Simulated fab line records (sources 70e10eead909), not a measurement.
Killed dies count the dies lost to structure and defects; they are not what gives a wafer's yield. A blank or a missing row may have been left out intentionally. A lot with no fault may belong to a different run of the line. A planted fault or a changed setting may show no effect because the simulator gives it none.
Which tool did it? | flow nand-harc | 39 wafers from 13 lots sampled at 5 of the route's 1159 steps

## WHAT THE GAUGES READ, wafer by wafer
NHARC_END_SORT_01. Usual: defect-limited-yield 95.2 %, standard deviation 1.6; killed-at-array 29, standard deviation 11; killed-at-other 0.7, standard deviation 1.1; killed-at-periphery 3.1, standard deviation 2; killed-dies 33, standard deviation 11; killed-open 3.5, standard deviation 1.8; killed-short 2.0, standard deviation 1.4; sort_bin_2_pct 1.5 %, standard deviation 0.6; sort_bin_3_pct 0.24 %, standard deviation 0.19; sort_bin_4_pct 3.1 %, standard deviation 1.1; sort-n-pass 644, standard deviation 11; sort-rim-yield-pct 96.5 %, standard deviation 2.3; sort-yield-pct 95.2 %, standard deviation 1.6.
lot  | measured     | on        | defect-limited-yield (%) | killed-at-array | killed-at-other | killed-at-periphery | killed-dies | killed-open | killed-short | sort_bin_2_pct (%) | sort_bin_3_pct (%) | sort_bin_4_pct (%) | sort-n-pass | sort-rim-yield-pct (%) | sort-yield-pct (%) | flag
L835 | day 22 14:11 | prober-01 | 85.7 94.7 94.5           | 21 32 30        | 0 0 0           | 76 4 7              | 97 36 37    | 4 3 8       | 1 2 3        | 6.8 1.6 1.8        | 2.95 0 0.15        | 4.6 3.7 3.5        | 580 641 640 | 96.2 99.1 93.4         | 85.7 94.7 94.5     | OFF
L838 | day 22 15:48 | prober-02 | 95.6 94.8 83.6           | 28 34 37        | 0 0 1           | 2 1 73              | 30 35 111   | 3 3 2       | 3 5 3        | 0.9 2.1 7.4        | 0.30 0.44 3.55     | 3.2 2.7 5.5        | 647 642 566 | 97.2 95.3 97.2         | 95.6 94.8 83.6     | OFF
L840 | day 23 12:23 | prober-01 | 94.5 95.0 96.3           | 34 32 23        | 0 0 0           | 3 2 2               | 37 34 25    | 2 5 4       | 3 3 1        | 2.7 1.2 1.0        | 0.44 0.44 0        | 2.4 3.4 2.7        | 640 643 652 | 98.1 93.4 97.2         | 94.5 95.0 96.3     |
L843 | day 24 09:32 | prober-02 | 96.6 98.8 97.3           | 19 8 15         | 2 0 1           | 2 0 2               | 23 8 18     | 5 1 1       | 3 1 1        | 0.9 0.3 0.9        | 0.15 0.15 0.15     | 2.4 0.7 1.6        | 654 669 659 | 96.2 99.1 96.2         | 96.6 98.8 97.3     |
L845 | day 24 10:14 | prober-01 | 93.8 94.1 92.8           | 40 37 47        | 2 1 2           | 0 2 0               | 42 40 49    | 0 6 5       | 3 2 1        | 1.9 1.9 2.2        | 1.03 0.30 0.44     | 3.2 3.7 4.6        | 635 637 628 | 97.2 99.1 99.1         | 93.8 94.1 92.8     |
L846 | day 24 02:35 | prober-02 | 96.3 96.8 95.0           | 21 18 29        | 2 0 1           | 2 4 4               | 25 22 34    | 4 4 4       | 2 0 2        | 1.8 1.2 1.3        | 0.15 0 0.44        | 1.8 2.1 3.2        | 652 655 643 | 90.6 98.1 97.2         | 96.3 96.8 95.0     |

## WHAT TOOL EACH LOT RAN ON (gives the tool, then ch and the chambers of the sampled wafers, and finally the start)
lot  | NHARC_P_M1_PVD_20            | NHARC_THIN_TSV_DEP_43           | NHARC_THIN_TSV_STRIP_45              | NHARC_THIN_TSV_DEGAS_49
L826 | pvd-sputter-01, day 6 15:57  | pecvd-02 ch 1,2, day 19 03:23   | plasma-asher-02 ch 0,1, day 19 05:16 | pvd-sputter-03, day 19 07:03
L827 | pvd-sputter-02, day 6 16:22  | pecvd-03 ch 0,1,2, day 19 07:19 | plasma-asher-01 ch 0,1, day 19 09:09 | pvd-sputter-02, day 19 10:52
L828 | pvd-sputter-02, day 7 02:56  | pecvd-02 ch 1,2, day 19 10:37   | plasma-asher-02 ch 0,1, day 19 12:23 | pvd-sputter-02, day 19 14:17
L829 | pvd-sputter-01, day 7 03:28  | pecvd-03 ch 0,1,2, day 18 22:02 | plasma-asher-01 ch 0,1, day 18 23:48 | pvd-sputter-01, day 19 01:43
L830 | pvd-sputter-02, day 7 08:54  | pecvd-03 ch 0,1,2, day 19 09:21 | plasma-asher-01 ch 0,1, day 19 11:17 | pvd-sputter-02, day 19 12:59
L835 | pvd-sputter-02, day 8 19:21  | pecvd-02 ch 0,1, day 21 21:40   | plasma-asher-02 ch 0,1, day 21 23:31 | pvd-sputter-03, day 22 01:13
L838 | pvd-sputter-02, day 9 05:07  | pecvd-04 ch 1,2, day 21 22:49   | plasma-asher-01 ch 0,1, day 22 00:37 | pvd-sputter-02, day 22 02:15
L840 | pvd-sputter-01, day 9 22:03  | pecvd-04 ch 0,1,2, day 22 18:47 | plasma-asher-02 ch 0,1, day 22 20:40 | pvd-sputter-01, day 22 22:19
L843 | pvd-sputter-01, day 10 08:12 | pecvd-03 ch 0,1, day 23 10:28   | plasma-asher-01 ch 0,1, day 23 12:27 | pvd-sputter-03, day 23 14:16
L845 | pvd-sputter-01, day 10 18:33 | pecvd-02 ch 0,1,2, day 23 13:28 | plasma-asher-01 ch 0,1, day 23 15:21 | pvd-sputter-01, day 23 18:12
L846 | pvd-sputter-01, day 11 03:12 | pecvd-02 ch 0,1, day 23 09:10   | plasma-asher-01 ch 0,1, day 23 10:54 | pvd-sputter-03, day 23 12:57
L847 | pvd-sputter-01, day 11 12:46 | pecvd-02 ch 0,1,2, day 24 01:08 | plasma-asher-02 ch 0,1, day 24 02:58 | pvd-sputter-01, day 24 04:43
L848 | pvd-sputter-02, day 12 02:44 | pecvd-03 ch 0,1,2, day 24 11:29 | plasma-asher-02 ch 0,1, day 24 13:13 | pvd-sputter-02, day 24 14:54
- NHARC_P_M1_PVD_20: deposits TaN, target thk 5 nm, time 8.06 s.
- NHARC_THIN_TSV_DEP_43: deposits SiO2, target thk 1328.5 nm.
- NHARC_THIN_TSV_STRIP_45: strips in O2.
- NHARC_THIN_TSV_DEGAS_49: time 120 s.

## AS READ BY THE TOOLS THEMSELVES (means over the sampled wafers that have a number; for cases with no such wafer, the mark the record gives instead)
NHARC_P_M1_PVD_20. Usual: throttle-valve-pct reads 30.8 % (standard deviation 1.2).
lot  | tool           | throttle-valve-pct (%) | flag
L826 | pvd-sputter-01 | 30.9                   |
L827 | pvd-sputter-02 | 31.1                   |
L828 | pvd-sputter-02 | 32.0                   |
L829 | pvd-sputter-01 | 31.0                   |
L830 | pvd-sputter-02 | 32.3                   |
L835 | pvd-sputter-02 | 31.1                   |
L838 | pvd-sputter-02 | 31.5                   |
L840 | pvd-sputter-01 | 31.0                   |
L843 | pvd-sputter-01 | 31.2                   |
L845 | pvd-sputter-01 | 30.1                   |
L846 | pvd-sputter-01 | 30.2                   |
L847 | pvd-sputter-01 | 30.2                   |
L848 | pvd-sputter-02 | 30.6                   |

NHARC_THIN_TSV_DEP_43. Usual: throttle-valve-pct reads 16.0 % (standard deviation 0.57).
lot  | tool     | throttle-valve-pct (%) | flag
L826 | pecvd-02 | 16.0                   |
L827 | pecvd-03 | 16.2                   |
L828 | pecvd-02 | 16.3                   |
L829 | pecvd-03 | 16.3                   |
L830 | pecvd-03 | 16.2                   |
L835 | pecvd-02 | 16.3                   |
L838 | pecvd-04 | 15.5                   |
L840 | pecvd-04 | 15.5                   |
L843 | pecvd-03 | 16.4                   |
L845 | pecvd-02 | 16.0                   |
L846 | pecvd-02 | 15.6                   |
L847 | pecvd-02 | 16.0                   |
L848 | pecvd-03 | 16.0                   |

NHARC_THIN_TSV_STRIP_45. Usual: drypump-motor-current-A 5.72 A, standard deviation 0.28; heater-power-w 330 W, standard deviation 42.
lot  | tool            | drypump-motor-current-A (A) | heater-power-w (W) | flag
L826 | plasma-asher-02 | 6.04                        | 346                |
L827 | plasma-asher-01 | 5.53                        | 307                |
L828 | plasma-asher-02 | 6.03                        | 350                |
L829 | plasma-asher-01 | 5.52                        | 313                |
L830 | plasma-asher-01 | 5.62                        | 312                |
L835 | plasma-asher-02 | 5.82                        | 381                |
L838 | plasma-asher-01 | 5.53                        | 303                |
L840 | plasma-asher-02 | 6.02                        | 359                |
L843 | plasma-asher-01 | 5.53                        | 305                |
L845 | plasma-asher-01 | 5.58                        | 302                |
L846 | plasma-asher-01 | 5.59                        | 301                |
L847 | plasma-asher-02 | 6.03                        | 345                |
L848 | plasma-asher-02 | 5.84                        | 363                |

NHARC_THIN_TSV_DEGAS_49. Usual: heater-power-w reads 491 W (standard deviation 61).
lot  | tool           | heater-power-w (W) | flag
L826 | pvd-sputter-03 | 510                |
L827 | pvd-sputter-02 | 422                |
L828 | pvd-sputter-02 | 475                |
L829 | pvd-sputter-01 | 517                |
L830 | pvd-sputter-02 | 479                |
L835 | pvd-sputter-03 | 557                |
L838 | pvd-sputter-02 | 441                |
L840 | pvd-sputter-01 | 510                |
L843 | pvd-sputter-03 | 466                |
L845 | pvd-sputter-01 | 537                |
L846 | pvd-sputter-03 | 495                |
L847 | pvd-sputter-01 | 545                |
L848 | pvd-sputter-02 | 444                |

## THE ANSWER, worked out from the rows above alone
Rule: a lot is off if the mean of its wafers that have a number lies more than 3 standard deviations from the usual mean. A lot without any number at a reading at which 4 lots or more have one is off too. All remaining lots with rows at the step are treated as sound. Order of review: gauges by route order, followed by the tools' own readings, for which a lot's mean as printed above is used. The first step at which some lot is off is used, and at that step the reading that is off furthest; a lot without a number counts as furthest.
Off: L835, L838 (NHARC_END_SORT_01, killed-at-periphery). Neither off nor sound, because the step has no rows for them: L826, L827, L828, L829, L830, L847, L848.
If a tool, at a process step before that reading, ran all the lots that are off and no sound lot after the first of them, it fits. The gauges at NHARC_END_SORT_01 are tried like those tools. One fits: pvd-sputter-02 at NHARC_P_M1_PVD_20. It ran no sound lot before its first lot that is off in this sample, so the start can't be narrowed down.

## WHAT THE SIMULATOR PUT IN
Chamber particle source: pvd-sputter-02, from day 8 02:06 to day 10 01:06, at NHARC_P_M1_PVD_20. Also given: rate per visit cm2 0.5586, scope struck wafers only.
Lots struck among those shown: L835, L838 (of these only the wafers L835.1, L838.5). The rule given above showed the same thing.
